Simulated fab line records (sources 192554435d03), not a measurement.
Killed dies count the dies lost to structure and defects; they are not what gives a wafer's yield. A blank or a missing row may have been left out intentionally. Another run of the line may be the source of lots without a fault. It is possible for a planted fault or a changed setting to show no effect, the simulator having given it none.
fab line records	flow n5-finfet
[record] lots = 9	wafers = 27	last-day = 18
route steps=1938 shown GATE_CUT@500 MOL_CONTACT_COAG@532 BEOL_M4@1111 PASSIVATION@1936
lots untouched by any fault: they come from a run of this same line in which no faults occurred
start-h: start of the lot's first displayed wafer, in hours after the record's first day	wait-h: time in hours since the lot's previous step	" the same as in the row above	L1.1+2: a single row standing in for several wafers	- either no value or no given start	* or withheld: withheld	< > ~ a bound
route shown NAME@n: NAME is a module with steps in the file, n the number in the route of the first one	usual: mean and standard deviation over wafers with no fault	same: alike in all rows	chamber/n: place in a boat	sites: readings site by site	_std_site: their standard deviation	_edge_site: mean of outer sites minus mean of inner sites	radius-mm: how far each site lies from the wafer's centre	mask NAME#n: copy n	behind: the tool/chamber that last shaped the wafer	hold: reason for holding the lot/hours on hold/outcome of the hold	device: transistor that didn't switch, given as n, p or np	end of line: tests of these same wafers at the route's end	a step given without rows: its recipe and nothing more	killed: the dies lost at the first sort to structure and to defects; this is not the yield of the wafer	map: a wafer's dies, marking killed ones x, the rest . and places with no die _
set.NAME: the run value of the setting; set.NAME@STEP: its run value at that earlier step	model.NAME: the simulator's own value behind a step, which no gauge read
a sample of lots followed through the steps of the route, with each step as a table and each wafer as a row
services: a tool's chamber out of use, with start hour (start-h, from the record's first day; less than 0 if before it), hours out, and reason
[[steps]]
[step N5_GATE_CUT_CUT_ETCH_53]
[recipe] chemistry = SF6/Cl2	target = W	mask-material = SiO2	target-depth-a = 792	pressure-mtorr = 8	icp-w = 900	bias-w = 80	SF6_flow_sccm = 40	Cl2_flow_sccm = 60	ends = cleared
[usual] drypump-motor-current-A = 5.8/0.41	etch-rf-on-time-s = 26.2/0.33	oes-product-au = 0.67/0.11	rf-fwd-power-W = 880/4.5	throttle-valve-pct = 28.86/0.27
lot.wafer	tool	chamber	start-h	wait-h	drypump-motor-current-A	etch-rf-on-time-s	oes-product-au	rf-fwd-power-W	rf-hours-counter-h	throttle-valve-pct
L363.2	rie-metal-01	1	84.55	0.1	6.3	26.1	0.62	887	89	28.80
L363.3	"	0	"	"	5.3	26.8	0.55	877	-	28.43
L363.5	"	1	"	"	6.3	26.0	0.62	884	-	28.79
L364.1	rie-metal-03	1	91.29	0.1	5.7	26.5	0.52	884	145	29.48
L364.5	"	1	"	"	5.7	26.6	0.52	885	-	29.50
L364.6	"	0	"	"	6.2	26.0	0.72	878	-	29.00
L367.3	rie-metal-01	1	111.29	0.1	6.3	26.2	0.61	887	-	28.82
L367.5	"	1	"	"	6.3	26.3	0.61	888	-	28.81
L367.6	"	0	"	"	5.3	26.5	0.55	878	-	28.45
L376.2	rie-metal-01	1	169.80	0.1	6.3	25.9	0.60	885	98	28.81
L376.3	"	1	"	"	6.3	25.9	0.60	887	-	28.83
L376.5	"	0	"	"	5.3	26.4	0.54	874	-	28.47
L377.1	rie-metal-01	0	171.83	0.1	5.3	26.5	0.54	876	131	28.45
L377.3	"	1	"	"	6.3	26.1	0.60	891	-	28.81
L377.5	"	1	"	"	6.3	25.9	0.60	883	-	28.83
L381.1	rie-metal-03	1	198.79	0.1	5.7	26.4	0.85	876	4	28.98
L381.2	"	1	"	"	5.7	26.5	0.85	877	-	28.98
L381.3	"	1	"	"	5.7	26.5	0.85	876	-	28.98
L382.1	rie-metal-01	1	202.58	0.1	6.3	25.7	0.60	885	101	28.82
L382.4	"	1	"	"	6.3	25.8	0.60	884	-	28.81
L382.5	"	0	"	"	5.3	26.4	0.54	875	-	28.46
L385.2	rie-metal-01	1	220.48	0.1	6.3	26.0	0.59	888	-	28.82
L385.3	"	1	"	"	6.3	26.2	0.60	884	-	28.82
L385.6	"	1	"	"	6.3	26.0	0.60	888	-	28.81
L386.1	rie-metal-02	0	225.70	0.1	5.8	25.4	0.63	877	84	28.65
L386.5	"	0	"	"	5.8	25.7	0.63	881	-	28.67
L386.6	"	1	"	"	5.2	25.6	0.76	879	-	29.27
[step N5_GATE_CUT_CMP_61]
[recipe] stop-on = SiNx	t-overpolish-s = 3	post-cmp-clean = alkaline-brush	down-force-psi = 4	platen-rpm = 27.09	pad-velocity-m-s = 0.539
[usual] motor-current-A = 11.6/0.98	pad-life-wafers = 1038/670	platen-rpm = 27.093/0.018	slurry-flow-ml-min = 150.0/0.44
lot.wafer	tool	chamber	start-h	wait-h	motor-current-A	pad-life-wafers	platen-rpm	slurry-flow-ml-min
L363.3	cmp-03	0	87.32	0.3	10.2	331	27.090	149.9
L363.2	"	1	"	"	11.2	332	27.062	150.4
L363.5	"	0	"	"	10.0	-	27.107	150.0
L364.1	cmp-03	2	94.31	0.3	13.3	392	27.080	150.1
L364.6	"	0	"	"	10.9	-	27.083	149.8
L364.5	"	1	"	"	11.2	-	27.094	149.9
L367.3	cmp-02	2	115.50	0.4	12.2	1812	27.104	149.5
L367.6	"	2	"	"	12.6	-	27.109	149.6
L367.5	"	3	"	"	11.0	-	27.081	150.5
L376.3	cmp-04	1	172.61	0.4	9.8	1524	27.070	149.8
L376.2	"	2	"	"	11.7	1525	27.063	150.2
L376.5	"	1	"	"	9.7	-	27.079	150.0
L377.1	cmp-02	3	174.60	0.3	10.7	85	27.094	150.3
L377.3	"	1	"	"	11.7	87	27.084	150.0
L377.5	"	2	"	"	11.7	-	27.087	150.0
L381.3	cmp-02	2	201.79	0.4	12.5	294	27.124	150.2
L381.1	"	3	"	"	10.7	295	27.091	149.7
L381.2	"	0	"	"	10.7	296	27.108	150.4
L382.4	cmp-02	0	205.38	0.4	10.5	324	27.091	149.7
L382.1	"	1	"	"	12.2	325	27.070	149.9
L382.5	"	0	"	"	11.1	-	27.083	149.7
L385.3	cmp-02	0	223.86	0.3	11.5	469	27.118	149.7
L385.2	"	2	"	"	11.9	471	27.105	149.9
L385.6	"	0	"	"	10.4	-	27.117	150.1
L386.1	cmp-03	2	228.75	0.4	13.7	1428	27.073	149.7
L386.6	"	2	"	"	13.5	-	27.096	150.2
L386.5	"	3	"	"	12.5	-	27.100	149.9
[step N5_MOL_CONTACT_COAG_ETCH_106]
[recipe] chemistry = N2/H2	target = SOC	target-depth-a = 800	overetch-a = 160	mask-material = SiARC	temp-c = 40	time-s = 120	ion-energy-ev = 200	pressure-mtorr = 30	source-w = 840	bias-w = 150	n2-flow-sccm = 200	h2-flow-sccm = 200
[usual] drypump-motor-current-A = 5.6/0.51	oes-product-au = 0.73/0.09	rf-fwd-power-W = 836.3/2.8	rf-vpp-V = 523.2/2.5	showerhead-plenum-p-Torr = 2.52/0.086	throttle-valve-pct = 17.79/0.23
lot.wafer	tool	chamber	start-h	wait-h	drypump-motor-current-A	oes-product-au	rf-fwd-power-W	rf-hours-counter-h	rf-vpp-V	showerhead-plenum-p-Torr	throttle-valve-pct
L363.2	rie-diel-06	0	88.21	0.0	5.6	0.64	833.9	229	519.5	2.41	18.18
L363.3	"	3	"	"	5.3	0.62	832.9	238	521.7	2.51	17.73
L363.5	"	0	"	"	5.5	0.64	835.1	-	519.2	2.41	18.19
L364.1	rie-diel-06	0	95.11	0.0	5.5	0.63	835.0	231	521.1	2.41	18.17
L364.5	"	1	"	"	5.0	0.75	837.0	-	524.2	2.57	17.52
L364.6	"	0	"	"	5.6	0.63	837.9	-	519.6	2.41	18.17
L367.3	rie-diel-06	2	116.96	0.0	5.5	0.79	837.6	37	524.8	2.59	17.98
L367.5	"	2	"	"	5.5	0.79	837.2	-	524.7	2.59	17.96
L367.6	"	1	"	"	4.9	0.75	841.8	-	524.8	2.56	17.54
L376.2	rie-diel-06	2	173.50	0.0	5.5	0.74	635.9	58	574.1	2.58	18.00
L376.3	"	1	"	"	4.9	0.69	633.6	121	574.3	2.55	17.57
L376.5	"	0	"	"	5.6	0.86	629.1	-	579.0	2.72	17.72
L377.1	rie-diel-06	0	175.47	0.0	5.5	0.85	633.8	4	579.9	2.72	17.73
L377.3	"	3	"	"	5.3	0.82	632.3	15	572.1	2.50	17.41
L377.5	"	3	"	"	5.3	0.82	636.3	-	572.0	2.50	17.42
L381.1	rie-diel-02	3	202.65	0.0	6.6	0.61	836.3	216	520.0	2.43	17.84
L381.2	"	2	"	"	5.4	0.84	837.8	15	527.8	2.72	17.70
L381.3	"	1	"	"	5.4	0.61	839.4	244	519.5	2.38	17.85
L382.1	rie-diel-02	0	206.30	0.0	5.6	0.65	835.4	195	518.8	2.42	18.03
L382.4	"	1	"	"	5.4	0.61	831.9	245	520.0	2.38	17.87
L382.5	"	1	"	"	5.4	0.61	835.0	-	519.8	2.38	17.85
L385.2	rie-diel-02	3	224.61	0.0	6.6	0.61	836.9	225	520.5	2.43	17.87
L385.3	"	0	"	"	5.6	0.64	838.0	202	520.5	2.42	18.03
L385.6	"	2	"	"	5.4	0.82	836.6	-	528.3	2.71	17.72
L386.1	rie-diel-01	3	229.61	0.0	6.1	0.79	838.2	33	522.4	2.49	17.76
L386.5	"	2	"	"	5.2	0.84	837.6	-	521.6	2.49	17.36
L386.6	"	3	"	"	6.1	0.79	838.5	-	522.4	2.49	17.73
[step N5_MOL_CONTACT_COAG_STRIP_98]
[recipe] chemistry = N2/H2	power-w = 500	temp-c = 40	pressure-mtorr = 50	rf-frequency-hz = 6e+07	overash-fraction = 0.3	bias-power-w = 8	h2-frac = 0.5	n2-flow-sccm = 300	h2-flow-sccm = 300
[usual] bias-power-w = 8.003/0.022	drypump-motor-current-A = 5.6/0.51	oes-product-au = 0.81/0.11	rf-vpp-V = 53.9/1.6	showerhead-plenum-p-Torr = 3.32/0.11	throttle-valve-pct = 18.90/0.27
lot.wafer	tool	chamber	start-h	wait-h	bias-power-w	drypump-motor-current-A	oes-product-au	rf-hours-counter-h	rf-vpp-V	showerhead-plenum-p-Torr	throttle-valve-pct
L363.2	rie-diel-06	0	88.46	0.0	8.013	5.6	0.71	229	55.7	3.19	19.46
L363.3	"	3	"	"	8.049	5.3	0.68	238	55.9	3.31	18.91
L363.5	"	0	"	"	8.019	5.6	0.70	-	55.0	3.19	19.45
L364.1	rie-diel-06	0	95.35	0.0	8.009	5.6	0.71	231	54.8	3.19	19.45
L364.5	"	1	"	"	8.035	4.9	0.84	-	55.4	3.39	18.61
L364.6	"	0	"	"	7.993	5.6	0.70	-	53.3	3.19	19.44
L367.3	rie-diel-06	2	117.20	0.0	7.993	5.5	0.89	37	55.4	3.42	18.79
L367.5	"	2	"	"	7.989	5.5	0.88	-	54.7	3.42	18.81
L367.6	"	1	"	"	8.031	5.0	0.82	-	51.8	3.38	18.63
L376.2	rie-diel-06	2	173.75	0.0	8.006	5.5	0.85	58	53.2	3.41	18.85
L376.3	"	1	"	"	7.975	5.0	0.80	121	54.2	3.37	18.69
L376.5	"	0	"	"	8.000	5.6	0.99	-	56.4	3.59	19.02
L377.1	rie-diel-06	0	175.72	0.0	8.034	5.5	0.98	4	54.7	3.59	19.05
L377.3	"	3	"	"	7.976	5.3	0.93	15	51.8	3.30	18.56
L377.5	"	3	"	"	7.997	5.3	0.93	-	56.3	3.30	18.57
L381.1	rie-diel-02	3	202.90	0.0	8.012	6.5	0.68	216	54.9	3.22	19.21
L381.2	"	2	"	"	8.035	5.4	0.94	15	58.2	3.58	18.75
L381.3	"	1	"	"	8.012	5.4	0.67	244	51.2	3.16	18.86
L382.1	rie-diel-02	0	206.54	0.0	8.025	5.6	0.73	195	51.6	3.20	19.43
L382.4	"	1	"	"	7.999	5.4	0.67	245	56.6	3.16	18.86
L382.5	"	1	"	"	7.994	5.4	0.66	-	53.5	3.16	18.85
L385.2	rie-diel-02	3	224.85	0.0	8.020	6.5	0.68	225	53.8	3.22	19.17
L385.3	"	0	"	"	8.017	5.6	0.71	202	55.8	3.20	19.43
L385.6	"	2	"	"	8.006	5.4	0.91	-	53.9	3.58	18.72
L386.1	rie-diel-01	3	229.85	0.0	8.006	6.1	0.90	33	52.9	3.29	18.72
L386.5	"	2	"	"	8.003	5.1	0.95	-	56.2	3.29	18.64
L386.6	"	3	"	"	7.979	6.1	0.89	-	55.0	3.29	18.75
[step N5_BEOL_M4_RC_MEAS_101]
[usual] DIBL_N = 36.2/1.6	DIBL_P = 36.1/2	IOFF_N = 0.16/0.032	IOFF_P = 0.22/0.036	ION_N = 672/11	ION_P = 463/7.5	SS_N = 71.4/0.58	SS_P = 73.2/0.67	VT_N = 250/3.3	VT_P = -250/3.3
lot.wafer	tool	chamber	start-h	wait-h	DIBL_N[mV/V]	DIBL_P[mV/V]	IOFF_N[nA/um]	IOFF_P[nA/um]	ION_N[uA/um]	ION_P[uA/um]	SS_N[mV/dec]	SS_P[mV/dec]	VT_N[mV]	VT_P[mV]
L363.2	prober-02	0	172.98	0.2	36.6	37.3	0.13	0.17	652	446	71.1	72.5	254	-257
L363.3	"	0	"	"	37.2	38.7	0.17	0.19	679	456	72.3	74.0	247	-251
L363.5	"	0	"	"	34.5	35.6	0.12	0.15	660	444	70.7	72.3	255	-256
L364.1	prober-01	0	175.49	0.0	35.8	35.9	0.15	0.24	678	477	71.1	73.3	249	-246
L364.5	"	0	"	"	33.8	32.6	0.11	0.19	659	464	70.3	72.6	253	-251
L364.6	"	0	"	"	35.6	34.7	0.15	0.22	672	470	71.3	72.8	248	-247
L367.3	prober-01	0	197.74	0.3	38.3	35.2	0.17	0.21	679	465	71.6	73.2	248	-249
L367.5	"	0	"	"	35.9	32.5	0.13	0.18	662	458	71.3	71.8	248	-251
L367.6	"	0	"	"	36.2	33.4	0.13	0.19	671	460	71.5	72.3	251	-250
L376.2	prober-02	0	253.70	0.2	37.5	39.2	0.22	0.26	679	462	71.8	74.1	243	-250
L376.5	"	0	"	"	37.5	39.3	0.20	0.25	689	471	71.6	74.0	245	-250
L377.1	prober-01	0	278.71	0.0	34.1	34.8	0.13	0.16	668	455	71.1	72.4	252	-256
L377.3	"	0	"	"	35.1	36.3	0.14	0.18	667	458	70.8	72.5	252	-256
L377.5	"	0	"	"	34.9	35.6	0.13	0.17	655	444	70.9	73.1	254	-255
L381.1	prober-02	0	286.14	0.0	34.9	35.6	0.14	0.23	668	463	71.3	73.1	253	-246
L381.2	"	0	"	"	32.7	32.1	0.12	0.18	677	467	70.6	72.5	251	-248
L381.3	"	0	"	"	37.0	37.2	0.19	0.27	681	472	71.7	73.3	245	-244
L382.1	prober-02	0	317.33	0.0	35.7	34.4	0.15	0.18	675	458	71.3	73.4	250	-255
L382.4	"	0	"	"	35.1	34.1	0.15	0.17	665	449	71.9	73.3	252	-251
L382.5	"	0	"	"	36.1	35.5	0.16	0.19	679	455	71.9	73.0	249	-251
L385.2	prober-02	0	323.01	0.2	33.9	34.4	0.12	0.17	661	464	70.6	71.7	254	-253
L385.3	"	0	"	"	35.4	37.0	0.14	0.20	679	466	70.3	72.9	253	-249
L385.6	"	0	"	"	34.7	36.1	0.13	0.19	669	466	70.5	72.2	254	-252
L386.1	prober-02	0	339.85	0.0	38.7	39.5	0.20	0.25	694	469	72.4	73.6	244	-246
L386.5	"	0	"	"	36.5	37.2	0.16	0.22	679	470	72.2	73.4	250	-247
L386.6	"	0	"	"	34.7	35.7	0.13	0.20	661	465	71.4	72.2	252	-252
[step N5_PASSIVATION_PROBE_49]
[usual] defect-limited-yield = 91.4/1.3	killed_at_M0_to_M3 = 34/10	killed_at_M4_up = 14/5.6	killed-at-contacts = 13/5.9	killed-at-front-end = 37/9.9	killed-at-other = 3.5/2.8	killed-dies = 101/15	killed-on-rim = 13/3.9	killed-open = 67/12	killed-short = 32/6.6	sort_bin_5_function = 5.0/0.81	sort_bin_6_memory = 3.2/0.66	sort_bin_8_speed = 0.00/0.007	sort-n-pass = 1079/15	sort-yield-pct = 91.4/1.3
[same] gross-dies = 1180	killed-at-back-side = 0	sort_bin_4_leakage[%] = 0
lot.wafer	tool	chamber	start-h	wait-h	defect-limited-yield[%]	killed_at_M0_to_M3	killed_at_M4_up	killed-at-contacts	killed-at-front-end	killed-at-other	killed-dies	killed-on-rim	killed-open	killed-short	sort_bin_5_function[%]	sort_bin_6_memory[%]	sort_bin_8_speed[%]	sort-n-pass	sort-yield-pct[%]
L364.1	prober-02	-	289.88	0.0	91.3	29	14	17	36	7	103	10	73	26	5.1	3.2	0	1077	91.3
L364.5	prober-02	-	290.08	0.2	92.1	33	11	17	30	2	93	11	64	29	4.8	2.6	0	1087	92.1
L364.6	prober-02	-	290.13	0.3	92.1	35	3	16	35	4	93	16	55	38	4.7	2.9	0	1087	92.1
L376.2	prober-02	-	359.23	0.1	56.0	18	13	467	16	5	519	36	42	32	41.1	2.7	0	661	56.0
L376.3	prober-02	-	359.28	0.1	34.2	19	10	722	22	4	777	72	62	29	63.1	2.6	0	403	34.2
L376.5	prober-02	-	359.38	0.2	73.0	29	10	236	44	0	319	40	66	42	23.3	3.6	0	861	73.0
L377.1	prober-02	-	396.56	0.0	62.5	30	9	358	39	7	443	137	69	29	34.2	3.1	0	737	62.5
L377.3	prober-02	-	396.66	0.1	86.4	20	9	98	33	1	161	15	59	20	10.7	2.8	0	1019	86.4
L377.5	prober-02	-	396.76	0.2	84.2	51	18	63	42	13	187	34	94	40	10.8	4.7	0	993	84.2
L382.1	prober-02	-	418.65	0.6	89.9	29	20	19	47	4	119	15	81	36	6.0	3.6	0	1061	89.9
L382.4	prober-02	-	418.80	0.7	93.5	26	15	10	20	6	77	5	42	34	4.2	2.2	0	1103	93.5
L382.5	prober-02	-	418.85	0.8	90.4	37	23	13	38	2	113	16	82	28	5.8	3.5	0	1067	90.4
L385.2	prober-02	-	423.61	0.1	90.8	44	10	9	42	4	109	9	72	37	5.7	3.3	0	1071	90.8
L385.3	prober-02	-	423.66	0.1	91.2	26	15	15	43	5	104	16	68	35	4.8	3.7	0	1076	91.2
L385.6	prober-02	-	423.81	0.3	92.1	39	19	10	24	1	93	8	55	38	4.7	3.1	0	1087	92.1
// killed by level:class
L364.1 MOL_CONTACT_COAG:geometric-particle:open=15 BEOL_M1:geometric-particle:open=11 STI_FIN_REVEAL:geometric-particle:open=10 BEOL_M3:geometric-particle:open=8 BEOL_M4:geometric-particle:open=8 GATE_CUT:geometric-particle:short=5 BEOL_M0_SAQP:geometric-particle:open=5 GATE_CUT:geometric-particle:open=4
L364.5 MOL_CONTACT_COAG:geometric-particle:open=16 BEOL_M3:geometric-particle:open=9 BEOL_M1:geometric-particle:open=7 DUMMY_GATE:geometric-particle:open=6 STI_FIN_REVEAL:geometric-particle:open=5 GATE_CUT:geometric-particle:short=5 BEOL_M4:geometric-particle:open=5 FIN_SAQP:geometric-particle:short=4
L364.6 MOL_CONTACT_COAG:geometric-particle:open=11 FIN_SAQP:geometric-particle:short=10 BEOL_M1:geometric-particle:open=10 BEOL_M0:geometric-particle:open=7 FIN_SAQP:geometric-particle:open=6 GATE_CUT:geometric-particle:open=5 MOL_CONTACT_COAG:geometric-particle:short=5 GATE_CUT:geometric-particle:short=4
L376.2 MOL_CONTACT_COAG:area-etch=445 MOL_CONTACT_COAG:geometric-particle:open=13 MOL_CONTACT_COAG:geometric-particle:short=9 BEOL_M4:geometric-particle:open=6 BEOL_M2:geometric-particle:open=5 FIN_SAQP:geometric-particle:short=4 BEOL_M0_SAQP:geometric-particle:short=4 STI_FIN_REVEAL:geometric-particle:open=3
L376.3 MOL_CONTACT_COAG:area-etch=686 MOL_CONTACT_COAG:geometric-particle:open=27 MOL_CONTACT_COAG:geometric-particle:short=9 STI_FIN_REVEAL:geometric-particle:open=7 BEOL_M1:geometric-particle:open=7 STARTING-WAFER:geometric-particle:open=4 STI_FIN_REVEAL:geometric-particle:short=3 ILD0:geometric-particle:short=3
L376.5 MOL_CONTACT_COAG:area-etch=211 STI_FIN_REVEAL:geometric-particle:open=17 MOL_CONTACT_COAG:geometric-particle:open=16 FIN_SAQP:geometric-particle:short=9 MOL_CONTACT_COAG:geometric-particle:short=9 BEOL_M2:geometric-particle:open=8 BEOL_M3:geometric-particle:short=8 STI_FIN_REVEAL:geometric-particle:short=7
L377.1 MOL_CONTACT_COAG:area-etch=344 STI_FIN_REVEAL:geometric-particle:open=12 MOL_CONTACT_COAG:geometric-particle:open=12 BEOL_M0_SAQP:geometric-particle:open=10 BEOL_M0_SAQP:geometric-particle:short=7 FIN_SAQP:geometric-particle:open=4 BEOL_M1:geometric-particle:open=4 BEOL_M2:geometric-particle:open=4
L377.3 MOL_CONTACT_COAG:area-etch=80 MOL_CONTACT_COAG:geometric-particle:open=16 STI_FIN_REVEAL:geometric-particle:open=12 BEOL_M1:geometric-particle:open=8 FIN_SAQP:geometric-particle:open=6 STI_FIN_REVEAL:geometric-particle:short=4 BEOL_M0_SAQP:geometric-particle:open=3 BEOL_M0_SAQP:geometric-particle:short=3
L377.5 MOL_CONTACT_COAG:area-etch=53 STI_FIN_REVEAL:geometric-particle:open=15 BEOL_M0_SAQP:geometric-particle:open=11 BEOL_M0_SAQP:geometric-particle:short=10 BEOL_M1:geometric-particle:open=9 MOL_CONTACT_COAG:geometric-particle:open=9 BEOL_M4:geometric-particle:open=9 BEOL_M2:geometric-particle:open=8
L382.1 MOL_CONTACT_COAG:geometric-particle:open=15 STI_FIN_REVEAL:geometric-particle:open=14 BEOL_M3:geometric-particle:open=8 BEOL_M0_SAQP:geometric-particle:short=7 FIN_SAQP:geometric-particle:short=5 FIN_SAQP:geometric-particle:open=5 DUMMY_GATE:geometric-particle:open=5 BEOL_M6:geometric-particle:open=5
L382.4 BEOL_M0_SAQP:geometric-particle:short=14 MOL_CONTACT_COAG:geometric-particle:open=8 BEOL_M4:geometric-particle:open=8 STI_FIN_REVEAL:geometric-particle:open=4 BEOL_M0_SAQP:geometric-particle:open=4 BEOL_M2:geometric-particle:open=4 ILD0:geometric-particle:short=3 STARTING-WAFER:geometric-particle:short=3
L382.5 STI_FIN_REVEAL:geometric-particle:open=13 MOL_CONTACT_COAG:geometric-particle:open=11 BEOL_M2:geometric-particle:open=10 BEOL_M3:geometric-particle:open=9 BEOL_M0_SAQP:geometric-particle:open=6 BEOL_M4:geometric-particle:open=6 FIN_SAQP:geometric-particle:open=5 BEOL_M0_SAQP:geometric-particle:short=5
L385.2 FIN_SAQP:geometric-particle:open=14 BEOL_M0_SAQP:geometric-particle:open=12 BEOL_M0_SAQP:geometric-particle:short=10 MOL_CONTACT_COAG:geometric-particle:open=8 BEOL_M1:geometric-particle:open=7 GATE_CUT:geometric-particle:short=5 BEOL_M2:geometric-particle:open=5 BEOL_M3:geometric-particle:open=5
L385.3 MOL_CONTACT_COAG:geometric-particle:open=13 STI_FIN_REVEAL:geometric-particle:open=10 FIN_SAQP:geometric-particle:open=9 DUMMY_GATE:geometric-particle:open=6 BEOL_M0_SAQP:geometric-particle:short=6 FIN_SAQP:geometric-particle:short=4 BEOL_M0_SAQP:geometric-particle:open=4 BEOL_M1:geometric-particle:open=4
L385.6 BEOL_M0_SAQP:geometric-particle:short=11 MOL_CONTACT_COAG:geometric-particle:open=8 BEOL_M3:geometric-particle:open=8 BEOL_M1:geometric-particle:open=6 FIN_SAQP:geometric-particle:open=5 FIN_SAQP:geometric-particle:short=5 GATE_CUT:geometric-particle:short=5 BEOL_M0_SAQP:geometric-particle:open=4
[[services]]
tool	chamber	start-h	hours	kind
cmp-02	-	73.45	5.7	pm
cmp-04	-	84.45	7.3	pm
rie-diel-02	-	96.68	28.1	pm
rie-diel-01	-	105.62	2.8	pm
rie-metal-02	-	107.96	1.2	repair
rie-diel-06	3	116.09	-	clean
rie-diel-06	3	116.09	-	consumable-replace:focus-ring
rie-diel-06	3	116.09	18.1	scheduled-down
cmp-02	-	116.34	7.8	repair
rie-diel-02	3	126.12	3.5	repair
cmp-04	-	142.39	1.4	repair
rie-diel-02	3	143.67	19.0	repair
cmp-04	-	143.81	4.8	pm
cmp-02	-	157.69	4.0	pm
cmp-04	-	167.40	3.8	repair
cmp-03	-	172.74	4.8	pm
cmp-04	-	182.93	1.8	repair
cmp-03	-	183.59	6.1	repair
cmp-04	-	188.59	1.0	repair
rie-metal-03	0	196.03	8.7	repair
cmp-04	-	197.14	0.6	repair
cmp-03	-	208.71	0.5	repair
rie-diel-02	1	209.60	1.2	repair
rie-diel-06	2	212.80	6.6	repair
[[key]]
[first-sign] step = N5_MOL_CONTACT_COAG_ETCH_106	reading = rf-fwd-power-W	direction = down	sigmas = 73	usual = *	struck = *
[effect] step = N5_MOL_CONTACT_COAG_ETCH_106	reading = rf-vpp-V	direction = up	sigmas = 21	usual = 523.2	struck = 575.2
[effect] step = N5_PASSIVATION_PROBE_49	reading = killed-at-contacts	direction = up	sigmas = 53	usual = 13	struck = 324
[more-kills-born-at] N5_MOL_CONTACT_COAG_ETCH_106@rie-diel-06 = 1819
met-at N5_MOL_CONTACT_COAG_ETCH_106
struck-lots L376,L377
later-rows-left-out L376.3
not-acting-at N5_GATE_CUT_CUT_ETCH_53,N5_GATE_CUT_CMP_61,N5_MOL_CONTACT_COAG_STRIP_98
onset-between 116.96 173.50
[fault] kind = process-parameter-drift	tool = rie-diel-06	chamber = -	onset-h = 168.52	steps = N5_MOL_CONTACT_COAG_ETCH_106	channel = source-w	offset = -201.6	shape = step	end-h = 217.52	acts-in = these-recipes-only	stated = 840
// later-rows-left-out: the simulator's readings of these wafers behind a module that went badly wrong aren't trusted and aren't shown, but for the sort
